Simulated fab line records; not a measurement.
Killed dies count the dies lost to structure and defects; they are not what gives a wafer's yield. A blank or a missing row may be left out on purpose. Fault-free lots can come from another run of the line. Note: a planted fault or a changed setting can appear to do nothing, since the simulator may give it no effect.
fab line records	flow nand_harc	part 2 of 2: steps 19 to 26 of 26
record: lots: 5	wafers: 15	last_day: 33
route steps=1302 shown A_CONTACT@991
lots with no fault: from the same line, run without faults
start_h: start of the lot's first displayed wafer, in hours after the record's first day	wait_h: hours from the lot's prior step to this one	" identical to the entry in the row above	L1.1+2: a single row standing in for several wafers	- no value present, or no start provided	* or withheld: withheld	< > ~ a bound
route shown NAME@n: NAME is a module with steps in the file, n the number in the route of the first one	usual: the fault-free wafers' mean and standard deviation	same: alike in all rows	chamber/n: place in a boat	sites: each site's reading	_std_site: standard deviation of those values	_edge_site: the outer-site mean with the inner-site mean subtracted	radius_mm: for every site, how far away it sits from the centre of the wafer	mask NAME#n: copy n	behind: tool/chamber where the wafer was last shaped	hold: the reason the lot was held/the length of the hold in hours/how it ended	device: the transistor (n, p or np) that didn't switch	end of line: tests run on the same wafers once the route is complete	for a step that has no rows: nothing shown but its recipe	killed: count of dies lost to structure and defects at first sort (not the wafer's yield)	map: per-die view of a wafer (x killed, . not killed, _ where there is no die)
set.NAME: the setting as run; set.NAME@STEP: as run at that earlier step	model.NAME: the simulator's own value behind a step, which no gauge read
a table for each step, a row for each wafer; lots at some steps of the route
services: from which hour (start_h, from the record's first day; less than 0 if before it) a tool's chamber was out of use, for how many hours, and why
== steps ==
step: NHARC_A_CONTACT_ETCH_115
recipe: source_w: withheld	pressure_mtorr: 20	bias_v: 3000	time_s: 190	target_depth_a: 18500	ar_flow_sccm: withheld	c4f8_flow_sccm: withheld	o2_flow_sccm: withheld	chemistry: C4F8/O2/Ar
usual: oes_air_line_au: 1.000/0.022
same: time_s: 190
lot.wafer	tool	chamber	start_h	wait_h	oes_air_line_au	rf_hours_counter_h
L082.2	har_cap_etch-02	1	582.55	0.1	0.981	100
L082.4	"	0	"	"	1.019	-
L082.6	"	1	"	"	0.999	-
L086.2	har_cap_etch-02	1	614.51	0.2	0.997	108
L086.1	"	0	"	"	0.999	108
L086.4	"	0	"	"	1.021	-
L094.4	har_cap_etch-03	0	686.69	0.1	1.011	-
L094.6	"	0	"	"	0.981	-
L094.5	"	1	"	"	1.005	-
L093.3	har_cap_etch-02	0	686.78	0.1	1.024	-
L093.6	"	0	"	"	1.023	-
L093.5	"	1	"	"	0.985	-
L096.1	har_cap_etch-01	1	717.01	0.1	1.026	37
L096.3	"	0	"	"	1.005	-
L096.5	"	1	"	"	1.033	-
step: NHARC_A_CONTACT_ETCH_116
recipe: source_w: withheld	pressure_mtorr: 20	bias_v: 3000	time_s: 190	target_depth_a: 18500	ar_flow_sccm: withheld	c4f8_flow_sccm: withheld	o2_flow_sccm: withheld	chemistry: C4F8/O2/Ar
usual: oes_air_line_au: 1.000/0.021
same: time_s: 190
lot.wafer	tool	chamber	start_h	wait_h	oes_air_line_au	rf_hours_counter_h
L082.2	har_cap_etch-02	1	582.73	0.1	0.970	101
L082.4	"	0	"	"	0.973	-
L082.6	"	1	"	"	0.976	-
L086.2	har_cap_etch-02	1	614.73	0.2	0.995	108
L086.1	"	0	"	"	0.973	108
L086.4	"	0	"	"	0.986	-
L094.4	har_cap_etch-03	0	686.86	0.1	1.036	-
L094.6	"	0	"	"	1.025	-
L094.5	"	1	"	"	1.005	-
L093.3	har_cap_etch-02	0	686.95	0.1	1.015	-
L093.6	"	0	"	"	1.033	-
L093.5	"	1	"	"	1.011	-
L096.1	har_cap_etch-01	1	717.18	0.1	0.992	37
L096.3	"	0	"	"	0.959	-
L096.5	"	1	"	"	0.979	-
step: NHARC_A_CONTACT_ETCH_117
recipe: source_w: withheld	pressure_mtorr: 20	bias_v: 3000	time_s: 190	target_depth_a: 18500	ar_flow_sccm: withheld	c4f8_flow_sccm: withheld	o2_flow_sccm: withheld	chemistry: C4F8/O2/Ar
usual: oes_air_line_au: 1.002/0.02
same: time_s: 190
lot.wafer	tool	chamber	start_h	wait_h	oes_air_line_au	rf_hours_counter_h
L082.2	har_cap_etch-02	1	582.90	0.1	0.999	101
L082.4	"	0	"	"	0.953	-
L082.6	"	1	"	"	0.996	-
L086.2	har_cap_etch-02	1	614.97	0.2	1.027	108
L086.1	"	0	"	"	0.993	108
L086.4	"	0	"	"	0.993	-
L094.4	har_cap_etch-03	0	687.03	0.1	0.994	-
L094.6	"	0	"	"	1.035	-
L094.5	"	1	"	"	1.017	-
L093.3	har_cap_etch-02	0	687.12	0.1	1.004	-
L093.6	"	0	"	"	0.981	-
L093.5	"	1	"	"	0.992	-
L096.1	har_cap_etch-01	1	717.35	0.1	1.015	37
L096.3	"	0	"	"	1.027	-
L096.5	"	1	"	"	1.029	-
step: NHARC_A_CONTACT_ETCH_118
recipe: source_w: withheld	pressure_mtorr: 20	bias_v: 3000	time_s: 190	target_depth_a: 18500	ar_flow_sccm: withheld	c4f8_flow_sccm: withheld	o2_flow_sccm: withheld	chemistry: C4F8/O2/Ar
usual: oes_air_line_au: 1.000/0.022
same: time_s: 190
lot.wafer	tool	chamber	start_h	wait_h	oes_air_line_au	rf_hours_counter_h
L082.2	har_cap_etch-02	1	583.07	0.1	0.960	101
L082.4	"	0	"	"	1.049	-
L082.6	"	1	"	"	0.993	-
L086.2	har_cap_etch-02	1	615.20	0.2	0.982	108
L086.1	"	0	"	"	1.010	108
L086.4	"	0	"	"	1.001	-
L094.4	har_cap_etch-03	0	687.20	0.1	0.979	-
L094.6	"	0	"	"	0.961	-
L094.5	"	1	"	"	1.034	-
L093.3	har_cap_etch-02	0	687.29	0.1	1.010	-
L093.6	"	0	"	"	0.943	-
L093.5	"	1	"	"	0.981	-
L096.1	har_cap_etch-01	1	717.52	0.1	1.017	37
L096.3	"	0	"	"	1.027	-
L096.5	"	1	"	"	1.004	-
step: NHARC_A_CONTACT_ETCH_119
recipe: source_w: withheld	pressure_mtorr: 20	bias_v: 3000	time_s: 190	target_depth_a: 18500	ar_flow_sccm: withheld	c4f8_flow_sccm: withheld	o2_flow_sccm: withheld	chemistry: C4F8/O2/Ar
usual: oes_air_line_au: 0.999/0.02
same: time_s: 190
lot.wafer	tool	chamber	start_h	wait_h	oes_air_line_au	rf_hours_counter_h
L082.2	har_cap_etch-02	1	583.24	0.1	0.985	101
L082.4	"	0	"	"	1.020	-
L082.6	"	1	"	"	0.974	-
L086.2	har_cap_etch-02	1	615.43	0.2	1.007	108
L086.1	"	0	"	"	0.986	108
L086.4	"	0	"	"	0.983	-
L094.4	har_cap_etch-03	0	687.37	0.1	0.971	-
L094.6	"	0	"	"	0.999	-
L094.5	"	1	"	"	1.025	-
L093.3	har_cap_etch-02	0	687.46	0.1	1.000	-
L093.6	"	0	"	"	0.999	-
L093.5	"	1	"	"	0.999	-
L096.1	har_cap_etch-01	1	717.69	0.1	1.002	37
L096.3	"	0	"	"	0.984	-
L096.5	"	1	"	"	1.010	-
step: NHARC_A_CONTACT_ETCH_120
recipe: source_w: withheld	pressure_mtorr: 20	bias_v: 3000	time_s: 190	target_depth_a: 18500	ar_flow_sccm: withheld	c4f8_flow_sccm: withheld	o2_flow_sccm: withheld	chemistry: C4F8/O2/Ar
usual: oes_air_line_au: 1.000/0.021
same: time_s: 190
lot.wafer	tool	chamber	start_h	wait_h	oes_air_line_au	rf_hours_counter_h
L082.2	har_cap_etch-02	1	583.41	0.1	0.979	101
L082.4	"	0	"	"	0.979	-
L082.6	"	1	"	"	1.015	-
L086.2	har_cap_etch-02	1	615.65	0.2	1.021	109
L086.1	"	0	"	"	1.020	109
L086.4	"	0	"	"	1.027	-
L094.4	har_cap_etch-03	0	687.54	0.1	0.978	-
L094.6	"	0	"	"	0.964	-
L094.5	"	1	"	"	1.012	-
L093.3	har_cap_etch-02	0	687.63	0.1	0.982	-
L093.6	"	0	"	"	0.980	-
L093.5	"	1	"	"	1.009	-
L096.1	har_cap_etch-01	1	717.86	0.1	1.033	37
L096.3	"	0	"	"	0.996	-
L096.5	"	1	"	"	1.016	-
step: NHARC_A_CONTACT_ETCH_121
recipe: source_w: withheld	pressure_mtorr: 20	bias_v: 3000	time_s: 190	target_depth_a: 18500	ar_flow_sccm: withheld	c4f8_flow_sccm: withheld	o2_flow_sccm: withheld	chemistry: C4F8/O2/Ar
usual: oes_air_line_au: 0.999/0.021
same: time_s: 190
lot.wafer	tool	chamber	start_h	wait_h	oes_air_line_au	rf_hours_counter_h
L082.2	har_cap_etch-02	1	583.59	0.1	1.002	101
L082.4	"	0	"	"	0.970	-
L082.6	"	1	"	"	1.001	-
L086.2	har_cap_etch-02	1	615.88	0.2	0.982	109
L086.1	"	0	"	"	0.974	109
L086.4	"	0	"	"	0.994	-
L094.4	har_cap_etch-03	0	687.71	0.1	1.033	-
L094.6	"	0	"	"	1.011	-
L094.5	"	1	"	"	1.010	-
L093.3	har_cap_etch-02	0	687.81	0.1	0.986	-
L093.6	"	0	"	"	0.962	-
L093.5	"	1	"	"	1.008	-
L096.1	har_cap_etch-01	1	718.03	0.1	0.960	37
L096.3	"	0	"	"	0.974	-
L096.5	"	1	"	"	1.036	-
step: NHARC_A_CONTACT_ETCH_122
recipe: source_w: withheld	pressure_mtorr: 20	bias_v: 3000	time_s: 190	target_depth_a: 18500	ar_flow_sccm: withheld	c4f8_flow_sccm: withheld	o2_flow_sccm: withheld	chemistry: C4F8/O2/Ar
usual: oes_air_line_au: 1.002/0.019
same: time_s: 190
lot.wafer	tool	chamber	start_h	wait_h	oes_air_line_au	rf_hours_counter_h
L082.2	har_cap_etch-02	1	583.76	0.1	0.976	102
L082.4	"	0	"	"	1.016	-
L082.6	"	1	"	"	1.000	-
L086.2	har_cap_etch-02	1	616.10	0.2	1.003	109
L086.1	"	0	"	"	1.019	109
L086.4	"	0	"	"	0.991	-
L094.4	har_cap_etch-03	0	687.88	0.1	1.011	-
L094.6	"	0	"	"	0.998	-
L094.5	"	1	"	"	1.008	-
L093.3	har_cap_etch-02	0	687.98	0.1	0.977	-
L093.6	"	0	"	"	0.994	-
L093.5	"	1	"	"	0.977	-
L096.1	har_cap_etch-01	1	718.20	0.1	1.010	38
L096.3	"	0	"	"	1.050	-
L096.5	"	1	"	"	1.015	-
== services ==
tool	chamber	start_h	hours	kind
rie_diel-04	0	565.46	-	clean
rie_diel-04	1	565.46	-	clean
arfi_scanner-02	-	566.30	2.2	repair
rie_diel-04	2	566.36	3.8	repair
rie_diel-04	-	569.09	5.3	repair
rie_diel-04	3	575.41	3.6	repair
arfi_scanner-01	-	593.01	4.4	repair
arfi_scanner-02	-	593.88	3.4	repair
arfi_scanner-01	-	597.41	4.0	pm
rie_diel-04	-	601.30	0.3	repair
rie_diel-11	-	602.99	0.5	repair
arfi_scanner-02	-	603.36	3.2	repair
arfi_scanner-01	-	605.38	6.5	repair
rie_diel-11	-	611.40	9.0	pm
har_cap_etch-01	-	616.27	0.9	repair
har_cap_etch-02	-	631.68	0.3	repair
rie_diel-04	1	637.52	5.0	repair
rie_diel-08	1	649.11	6.7	repair
arfi_scanner-02	-	656.00	4.0	pm
litho_track-01	-	680.00	7.0	pm
arfi_scanner-01	-	688.66	0.4	repair
litho_track-06	-	704.00	7.0	pm
rie_diel-04	-	708.96	9.0	pm
arfi_scanner-03	-	713.09	1.2	repair
